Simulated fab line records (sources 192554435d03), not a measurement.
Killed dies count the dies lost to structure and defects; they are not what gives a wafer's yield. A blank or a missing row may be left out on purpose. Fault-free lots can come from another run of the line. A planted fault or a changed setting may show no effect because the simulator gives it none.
Which of the tools did it? + flow n5-finfet + 29 wafers from 10 lots sampled at 5 of the route's 1938 steps

WHAT THE GAUGES SHOWED, per wafer
N5_WELL_APT_INSPECT_10: inspects for defects (macro). Usual: 1.9 for raw-defect-count, sd 1.4.
| lot  | measured    | on                | raw-defect-count | flag |
|------|-------------|-------------------|------------------|------|
| L610 | day 1 13:53 | defect-inspect-02 | 2 2 1            |      |
| L613 | day 2 07:43 | defect-inspect-02 | 2 0 4            |      |
| L618 | day 3 14:11 | defect-inspect-02 | 2 0 1            |      |
| L619 | day 3 19:41 | defect-inspect-01 | 3 2 0            |      |
| L626 | day 5 14:07 | defect-inspect-01 | 3 1 1            |      |
| L628 | day 6 01:37 | defect-inspect-02 | 2 3 4            |      |
| L630 | day 6 13:37 | defect-inspect-01 | 1 0 3            |      |
| L631 | day 6 19:38 | defect-inspect-01 | 1 1 4            |      |
| L632 | day 7 01:37 | defect-inspect-02 | 5 4 1            |      |
| L633 | day 7 07:52 | defect-inspect-02 | 2 2              |      |

N5_WELL_APT_CD_MEAS_25 targets a cd of 200 nm. Usual: 199.0 nm for cd-nm, sd 1.9.
| lot  | measured    | on        | cd-nm (nm)        | flag |
|------|-------------|-----------|-------------------|------|
| L610 | day 1 14:57 | cd-sem-01 | 199.3 202.2 200.1 |      |
| L613 | day 2 08:48 | cd-sem-03 | 198.9 200.9 197.5 |      |
| L618 | day 3 15:20 | cd-sem-02 | 196.1 198.4 197.4 |      |
| L619 | day 3 20:45 | cd-sem-02 | 196.8 194.7 198.1 |      |
| L626 | day 5 15:11 | cd-sem-02 | 200.0 199.1 199.8 |      |
| L628 | day 6 02:47 | cd-sem-03 | 199.6 202.3 200.5 |      |
| L630 | day 6 15:20 | cd-sem-01 | 198.4 196.5 196.9 |      |
| L631 | day 6 20:44 | cd-sem-01 | 194.7 197.7 200.1 |      |
| L632 | day 7 03:01 | cd-sem-02 | 200.5 198.5 200.0 |      |
| L633 | day 7 09:05 | cd-sem-01 | 198.5 197.5       |      |

N5_BEOL_M4_RC_MEAS_101. Usual: DIBL_N 35.8 mV/V, standard deviation 1.5; DIBL_P 35.9 mV/V, standard deviation 1.8; IOFF_N 0.152 nA/um, standard deviation 0.025; IOFF_P 0.21 nA/um, standard deviation 0.031; ION_N 672 uA/um, standard deviation 11; ION_P 462 uA/um, standard deviation 7.4; RS_NWELL 1037 ohm/sq, standard deviation 6.6; SS_N 71.5 mV/dec, standard deviation 0.52; SS_P 73.2 mV/dec, standard deviation 0.54; VT_N 250 mV, standard deviation 3; VT_P -250 mV, standard deviation 3.3.
| lot  | measured     | on        | DIBL_N (mV/V)  | DIBL_P (mV/V)  | IOFF_N (nA/um)    | IOFF_P (nA/um) | ION_N (uA/um) | ION_P (uA/um) | RS_NWELL (ohm/sq) | SS_N (mV/dec)  | SS_P (mV/dec)  | VT_N (mV)   | VT_P (mV)      | flag |
|------|--------------|-----------|----------------|----------------|-------------------|----------------|---------------|---------------|-------------------|----------------|----------------|-------------|----------------|------|
| L610 | day 8 04:01  | prober-02 | 37.7 35.8 35.6 | 37.6 35.2 36.1 | 0.168 0.146 0.145 | 0.25 0.20 0.22 | 681 669 672   | 470 463 472   | 1036 1026 1042    | 71.9 71.5 71.4 | 73.4 73.2 72.5 | 250 250 251 | -247 -248 -248 |      |
| L613 | day 8 10:41  | prober-01 | 34.4 37.0 36.8 | 31.2 34.5 34.3 | 0.096 0.137 0.137 | 0.13 0.18 0.18 | 655 672 669   | 449 458 458   | 1045 1055 1047    | 70.5 71.1 71.2 | 72.3 73.2 73.1 | 261 253 251 | -260 -254 -255 |      |
| L618 | day 9 23:37  | prober-02 | 38.0 34.6 36.3 | 38.8 34.5 36.1 | 0.173 0.115 0.146 | 0.22 0.15 0.18 | 679 652 669   | 455 449 463   | 727 734 732       | 71.7 71.6 71.1 | 73.2 72.3 72.7 | 249 256 252 | -252 -255 -253 | OFF  |
| L619 | day 10 14:59 | prober-01 | 35.9 36.2 35.8 | 35.9 36.9 36.0 | 0.158 0.169 0.161 | 0.21 0.23 0.21 | 673 684 685   | 464 469 466   | 731 728 735       | 71.3 71.0 70.9 | 72.6 73.7 73.8 | 248 248 248 | -245 -248 -251 | OFF  |
| L626 | day 11 23:43 | prober-01 | 37.7 36.0 36.5 | 38.6 35.8 38.0 | 0.218 0.172 0.196 | 0.29 0.23 0.28 | 700 676 706   | 484 465 489   | 1048 1047 1051    | 72.0 71.6 72.4 | 74.3 72.8 73.7 | 244 245 245 | -243 -248 -243 |      |
| L628 | day 12 07:54 | prober-02 | 35.5 34.3 34.1 | 37.1 37.2 36.0 | 0.182 0.175 0.154 | 0.24 0.24 0.21 | 682 694 675   | 460 471 460   | 1044 1028 1041    | 71.9 71.1 71.2 | 73.3 72.5 72.7 | 247 245 250 | -247 -250 -248 |      |
| L630 | day 13 01:29 | prober-01 | 34.0 33.5 34.8 | 34.4 34.2 36.0 | 0.141 0.127 0.159 | 0.21 0.20 0.24 | 664 648 689   | 463 457 473   | 1036 1033 1046    | 72.0 70.8 71.4 | 73.1 72.4 73.4 | 252 253 249 | -247 -247 -246 |      |
| L631 | day 13 12:31 | prober-02 | 33.7 33.9 34.5 | 34.6 34.2 34.7 | 0.135 0.133 0.145 | 0.20 0.19 0.20 | 662 664 653   | 465 455 455   | 1045 1047 1047    | 71.3 71.8 71.4 | 72.6 73.0 73.2 | 251 253 254 | -249 -251 -252 |      |
| L632 | day 13 15:20 | prober-01 | 36.0 35.9 35.4 | 35.4 35.9 35.1 | 0.146 0.154 0.144 | 0.22 0.23 0.21 | 676 678 693   | 467 466 468   | 1038 1049 1042    | 71.5 71.8 71.3 | 73.1 73.0 72.4 | 251 246 251 | -249 -248 -248 |      |
| L633 | day 14 09:00 | prober-02 | 35.6 35.0      | 35.7 34.9      | 0.151 0.137       | 0.21 0.19      | 666 675       | 465 472       | 1040 1037         | 71.9 71.3      | 73.4 72.8      | 251 256     | -251 -253      |      |

WHICH TOOL RAN EACH LOT (tool, then ch and the chambers of the sampled wafers, then the start)
| lot  | N5_WELL_APT_DESCUM_13             | N5_WELL_APT_IMPLANT_14         |
|------|-----------------------------------|--------------------------------|
| L610 | rie-diel-02 ch 0,1,3, day 1 13:55 | implanter-02 ch 0, day 1 14:02 |
| L613 | rie-diel-03 ch 0,1,3, day 2 07:45 | implanter-02 ch 0, day 2 07:53 |
| L618 | rie-diel-03 ch 0,1,3, day 3 14:19 | implanter-02 ch 0, day 3 14:25 |
| L619 | rie-diel-03 ch 1,3, day 3 19:43   | implanter-02 ch 0, day 3 19:49 |
| L626 | rie-diel-04 ch 1,2,3, day 5 14:10 | implanter-01 ch 0, day 5 14:16 |
| L628 | rie-diel-02 ch 1,2, day 6 01:46   | implanter-01 ch 0, day 6 01:57 |
| L630 | rie-diel-04 ch 1,3, day 6 14:18   | implanter-02 ch 0, day 6 14:28 |
| L631 | rie-diel-03 ch 0,2, day 6 19:40   | implanter-02 ch 0, day 6 19:47 |
| L632 | rie-diel-03 ch 0,1,2, day 7 01:58 | implanter-01 ch 0, day 7 02:03 |
| L633 | rie-diel-04 ch 1,3, day 7 07:53   | implanter-02 ch 0, day 7 08:00 |
- N5_WELL_APT_DESCUM_13: chemistry O2, time 7.9 s.
- N5_WELL_APT_IMPLANT_14

WHAT THE TOOLS THEMSELVES READ (means of the sampled wafers that have a number; where no wafer has one, the mark that the record gives instead)
N5_WELL_APT_DESCUM_13. Usual: for bias-power-w, 19.99 W with a standard deviation of 0.056; for drypump-motor-current-A, 5.6 A with a standard deviation of 0.49; for o2-flow-sccm, 225.0 sccm with a standard deviation of 0.73; for oes-product-au, 0.77 a.u. with a standard deviation of 0.089; for rf-vpp-V, 242.9 V with a standard deviation of 1.4; for showerhead-plenum-p-Torr, 2.08 Torr with a standard deviation of 0.062; for throttle-valve-pct, 20.45 % with a standard deviation of 0.24.
| lot  | tool        | bias-power-w (W) | drypump-motor-current-A (A) | o2-flow-sccm (sccm) | oes-product-au (a.u.) | rf-vpp-V (V) | showerhead-plenum-p-Torr (Torr) | throttle-valve-pct (%) | flag |
|------|-------------|------------------|-----------------------------|---------------------|-----------------------|--------------|---------------------------------|------------------------|------|
| L610 | rie-diel-02 | 19.96            | 5.6                         | 224.3               | 0.72                  | 242.5        | 2.02                            | 20.46                  |      |
| L613 | rie-diel-03 | 19.98            | 5.5                         | 224.9               | 0.79                  | 243.8        | 2.11                            | 20.48                  |      |
| L618 | rie-diel-03 | 19.95            | 5.5                         | 225.2               | 0.77                  | 243.3        | 2.11                            | 20.51                  |      |
| L619 | rie-diel-03 | 19.96            | 5.2                         | 224.9               | 0.85                  | 244.0        | 2.11                            | 20.21                  |      |
| L626 | rie-diel-04 | 19.97            | 5.7                         | 225.0               | 0.72                  | 243.0        | 2.10                            | 20.63                  |      |
| L628 | rie-diel-02 | 20.05            | 6.0                         | 224.9               | 0.76                  | 242.7        | 2.06                            | 20.17                  |      |
| L630 | rie-diel-04 | 20.03            | 6.1                         | 225.1               | 0.71                  | 242.9        | 2.10                            | 20.61                  |      |
| L631 | rie-diel-03 | 20.00            | 5.9                         | 224.3               | 0.78                  | 243.4        | 2.08                            | 20.55                  |      |
| L632 | rie-diel-03 | 19.99            | 5.7                         | 225.5               | 0.82                  | 242.7        | 2.07                            | 20.48                  |      |
| L633 | rie-diel-04 | 20.00            | 6.1                         | 224.9               | 0.71                  | 243.6        | 2.12                            | 20.67                  |      |

N5_WELL_APT_IMPLANT_14. Usual: dose-ions-cm2 1.4999e+13, standard deviation 1.6e+10; faraday-current-uA 191, standard deviation 3.9.
| lot  | tool         | dose-ions-cm2 | faraday-current-uA | flag |
|------|--------------|---------------|--------------------|------|
| L610 | implanter-02 | 1.4994e+13    | 193                |      |
| L613 | implanter-02 | 1.4996e+13    | 188                |      |
| L618 | implanter-02 | 2.8477e+13    | 360                | OFF  |
| L619 | implanter-02 | 2.8510e+13    | 360                | OFF  |
| L626 | implanter-01 | 1.5001e+13    | 190                |      |
| L628 | implanter-01 | 1.4985e+13    | 193                |      |
| L630 | implanter-02 | 1.5003e+13    | 191                |      |
| L631 | implanter-02 | 1.4997e+13    | 192                |      |
| L632 | implanter-01 | 1.5011e+13    | 189                |      |
| L633 | implanter-02 | 1.5008e+13    | 192                |      |

THE ANSWER, worked out from the rows above alone
Rule: a lot is off if the mean of its wafers that have a number lies more than 3 standard deviations from the usual mean. A lot without any number at a reading at which 4 lots or more have one is off too. All remaining lots with rows at the step are treated as sound. After the gauges, taken in route order, come the tools' own readings; for these a lot's mean is taken, as printed above. The first step at which some lot is off is used, and at that step the reading that is off furthest; a lot without a number counts as furthest.
Off: at N5_BEOL_M4_RC_MEAS_101 (RS_NWELL), L618, L619.
A tool fits if, at a process step before that reading, it ran every lot that is off, and no sound lot after the first of them. Not tried: the gauges at N5_BEOL_M4_RC_MEAS_101; whatever is off there is also off at N5_WELL_APT_IMPLANT_14, on other tools, and gauge error can't account for it. Of those tried, none fits.

WHAT THE SIMULATOR PUT IN
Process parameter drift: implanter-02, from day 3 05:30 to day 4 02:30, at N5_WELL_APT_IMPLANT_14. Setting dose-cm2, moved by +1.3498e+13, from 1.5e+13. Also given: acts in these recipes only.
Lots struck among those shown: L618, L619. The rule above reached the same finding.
